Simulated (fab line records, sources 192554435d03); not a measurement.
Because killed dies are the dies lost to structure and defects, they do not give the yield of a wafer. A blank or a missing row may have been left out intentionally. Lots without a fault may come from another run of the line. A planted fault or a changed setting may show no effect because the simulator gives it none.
Split-lot trial :: flow n5 finfet :: 21 wafers read from 7 lots, route of 1938 steps

## ABOUT THE SPLIT
At N5_BEOL_M7_EXPOSE_08 (exposes mask M7), the setting dose mj was moved away from the recipe's 68.25 on 12 of the 21 wafers read, by -6.1% to +3.9%. For the rest of the wafers, this setting stayed at what the recipe calls for.

## FROM THE SPLIT TO THE READING: what the file shows between them, 2 steps
- N5_BEOL_M7_PEB_09: peb time 60 s
- N5_BEOL_M7_DEVELOP_10: develop time 30 s

## THE READING
Shown in nm: cd nm at N5_BEOL_M7_CD_MEAS_11, with target cd 38.5 nm. Fault-free wafers of this fab line usually give 38.4 nm, standard deviation 0.65 nm.

wafer: L077.1
tool, chamber at the split: arfi scanner-02, 0
dose mj as run: 65.06
against the recipe: -4.7%
cd nm, nm: 36.4
against lot-mates on the recipe: -2.3

wafer: L077.4
tool, chamber at the split: arfi scanner-02, 0
dose mj as run: 65.06
against the recipe: -4.7%
cd nm, nm: 35.3
against lot-mates on the recipe: -3.4

wafer: L077.5
tool, chamber at the split: arfi scanner-02, 0
dose mj as run: 68.25
against the recipe: recipe
cd nm, nm: 38.7
against lot-mates on the recipe: -

wafer: L081.2
tool, chamber at the split: arfi scanner-03, 0
dose mj as run: 70.18
against the recipe: +2.8%
cd nm, nm: 39.4
against lot-mates on the recipe: +0.7

wafer: L081.4
tool, chamber at the split: arfi scanner-03, 0
dose mj as run: 70.18
against the recipe: +2.8%
cd nm, nm: 40.7
against lot-mates on the recipe: +2.0

wafer: L081.6
tool, chamber at the split: arfi scanner-03, 0
dose mj as run: 68.25
against the recipe: recipe
cd nm, nm: 38.7
against lot-mates on the recipe: -

wafer: L083.2
tool, chamber at the split: arfi scanner-02, 0
dose mj as run: 68.25
against the recipe: recipe
cd nm, nm: 37.7
against lot-mates on the recipe: -

wafer: L083.5
tool, chamber at the split: arfi scanner-02, 0
dose mj as run: 70.91
against the recipe: +3.9%
cd nm, nm: 40.9
against lot-mates on the recipe: +3.2

wafer: L083.6
tool, chamber at the split: arfi scanner-02, 0
dose mj as run: 70.91
against the recipe: +3.9%
cd nm, nm: 39.7
against lot-mates on the recipe: +2.0

wafer: L084.2
tool, chamber at the split: arfi scanner-02, 0
dose mj as run: 64.08
against the recipe: -6.1%
cd nm, nm: 35.3
against lot-mates on the recipe: -2.7

wafer: L084.3
tool, chamber at the split: arfi scanner-02, 0
dose mj as run: 68.25
against the recipe: recipe
cd nm, nm: 38.0
against lot-mates on the recipe: -

wafer: L084.4
tool, chamber at the split: arfi scanner-02, 0
dose mj as run: 64.08
against the recipe: -6.1%
cd nm, nm: 34.7
against lot-mates on the recipe: -3.3

wafer: L086.3
tool, chamber at the split: arfi scanner-03, 0
dose mj as run: 68.25
against the recipe: recipe
cd nm, nm: 38.2
against lot-mates on the recipe: -

wafer: L086.4
tool, chamber at the split: arfi scanner-03, 0
dose mj as run: 65.67
against the recipe: -3.8%
cd nm, nm: 35.6
against lot-mates on the recipe: -2.6

wafer: L086.5
tool, chamber at the split: arfi scanner-03, 0
dose mj as run: 65.67
against the recipe: -3.8%
cd nm, nm: 37.3
against lot-mates on the recipe: -0.9

wafer: L089.1
tool, chamber at the split: arfi scanner-02, 0
dose mj as run: 68.25
against the recipe: recipe
cd nm, nm: 38.1
against lot-mates on the recipe: -

wafer: L089.5
tool, chamber at the split: arfi scanner-02, 0
dose mj as run: 68.25
against the recipe: recipe
cd nm, nm: 39.3
against lot-mates on the recipe: -

wafer: L089.6
tool, chamber at the split: arfi scanner-02, 0
dose mj as run: 68.25
against the recipe: recipe
cd nm, nm: 39.6
against lot-mates on the recipe: -

wafer: L097.1
tool, chamber at the split: arfi scanner-01, 0
dose mj as run: 65.98
against the recipe: -3.3%
cd nm, nm: 35.8
against lot-mates on the recipe: -3.0

wafer: L097.3
tool, chamber at the split: arfi scanner-01, 0
dose mj as run: 68.25
against the recipe: recipe
cd nm, nm: 38.8
against lot-mates on the recipe: -

wafer: L097.6
tool, chamber at the split: arfi scanner-01, 0
dose mj as run: 65.98
against the recipe: -3.3%
cd nm, nm: 36.2
against lot-mates on the recipe: -2.6

FIT RESULTS
A straight line over all 21 wafers: cd nm changes by +0.561 nm for each +1% of dose mj; r = +0.94; the points scatter about the line by 0.65 nm.
The same after taking each lot's own level away (the mean of its wafers on the recipe; 21 wafers): +0.57 nm for each +1%; r = +0.94; scatter 0.65 nm.
According to that fit, moving dose mj by its largest amount changes the reading by 3.5 nm.
The span of the lots' own levels, 37.70 to 39.00 nm, comes to 2.0 times the standard deviation stated above.
So the lot-to-lot level changes the slope little: the two slopes agree.
Check: for one of the wafers moved furthest among these (-6.1%), held out of the fit, the line's prediction against its lot-mates is -3.67 nm. Against them it came out at -2.7 nm.

## OTHER SPLITS ON THESE WAFERS
Before the reading, these wafers also passed through other splits. Each is held against what the fit with the lots' levels taken away leaves over:
other split on the same wafers: N5_BEOL_M5_TRENCH_ETCH_37 time s
wafers away from the commonest value: 9
r with cd nm (lot level and that fit taken away): -0.16

other split on the same wafers: N5_BEOL_M6_ETCH_62 time s
wafers away from the commonest value: 4
r with cd nm (lot level and that fit taken away): +0.25

other split on the same wafers: N5_BEOL_M6_COAT_22 spin rpm
wafers away from the commonest value: 6
r with cd nm (lot level and that fit taken away): +0.07

other split on the same wafers: N5_BEOL_M7_PECVD_70 time s
wafers away from the commonest value: 7
r with cd nm (lot level and that fit taken away): -0.07

## THE WHOLE CHAIN: every reading that the file lists as answering this split, in the file's order
step: N5_BEOL_M7_CD_MEAS_11
what it does: target cd 38.5 nm
reading: cd nm
change (the file's fit): +0.571 nm for each +1% of the setting
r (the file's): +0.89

step: N5_BEOL_M7_ETCH_61
what it does: etches SiARC in CF4, target depth 45.5 nm, time 75.8 s
reading: BEOL_M7.cd offset nm (the simulator's own value, which no gauge read)
change (the file's fit): +0.507 nm for each +1% of the setting
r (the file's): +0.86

## FILE'S OWN FIT
cd nm changes by +0.571 nm for each +1% of dose mj, r = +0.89.
